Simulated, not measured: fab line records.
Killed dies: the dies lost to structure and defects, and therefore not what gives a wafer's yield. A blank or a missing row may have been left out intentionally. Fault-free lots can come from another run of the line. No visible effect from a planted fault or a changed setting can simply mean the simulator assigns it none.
Code-filled problem report in 8D (eight disciplines) form / flow n5Finfet / the parts of the form that need people (team, actions taken, sign-off) are left out

## 1. PROBLEM STATEMENT
spinSpeedRpm at N5_BEOL_M8_COAT_63 reads a mean of 1572.8 rpm on 9 wafers of 3 lots; wafers without a fault read 1499.9 rpm with a standard deviation of 0.95. That puts it +77 standard deviations away from the usual mean.
The step: time 60 s, resist thk 60 nm.
The first sign was on wafer L228.1 at day 12 22:24, on lithoTrack-05. The record holds 15 wafers of 5 lots with a number at this step. By rule, "out" or "out of limits" means more than 4 standard deviations away from the usual mean. All remaining wafers that have a number are taken as sound.

## 2. WHAT IT IS AND WHAT IT IS NOT
question=which readings at this step | is=spinSpeedRpm | is not=-
question=which lots | is=L227, L228, L229 | is not=L218, L234
question=which wafers of those lots | is=all that have a number | is not=-
question=read on which tools | is=lithoTrack-05 | is not=lithoTrack-04
question=when | is=from day 12 22:24 | is not=up to then (3 sound wafers); but 3 sound wafers of L234 came after

## 3. THE SUSPECTS, EACH WITH WHAT RULES IT OUT
Counting: a tool stays on the suspect list if, at a process step up to the reading, it processed all lots that are out and no sound lot following the first of them.
- lithoTrack-05 at N5_BEOL_M8_COAT_63 (time 60 s, resist thk 60 nm): kept. Every lot that is out went through it, starting with L228 (day 12 22:24), and after that it ran no sound lot; the last sound lot it ran before then is L218 (day 10 21:02). On those wafers its own readings are out: spinSpeedRpm.
Left after counting: lithoTrack-05 at N5_BEOL_M8_COAT_63.

## 4. THE CAUSE (what the simulator had put in)
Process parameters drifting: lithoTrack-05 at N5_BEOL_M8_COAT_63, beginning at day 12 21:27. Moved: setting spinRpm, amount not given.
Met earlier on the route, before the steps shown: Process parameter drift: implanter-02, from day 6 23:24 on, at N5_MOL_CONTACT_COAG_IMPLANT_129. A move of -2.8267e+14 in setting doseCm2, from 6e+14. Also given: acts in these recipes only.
Only this tool survived the counting.

## 5. THE EFFECT CHAIN, in route order
One row per reading whose mean, taken over the struck wafers that have a number, lies over 3 standard deviations from the usual. Scope: only readings with a usual standard deviation given in the record; hours: median across lots of the time from each lot's start at the first step in this table that gives one to its start at this step; sigmas: change in usual standard deviations.
hours=0; step=N5_BEOL_M8_COAT_63; reading=spinSpeedRpm; usual=1499.9 rpm; on struck wafers=1572.8; change=+72.9; sigmas=+77
Process steps it contains:
- N5_BEOL_M8_COAT_63: time 60 s, resist thk 60 nm.

## 6. HOW IT WOULD HAVE BEEN CAUGHT EARLIER
In this record the first reading out of limits was taken at day 12 22:24, 1 hour after the fault began at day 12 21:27.
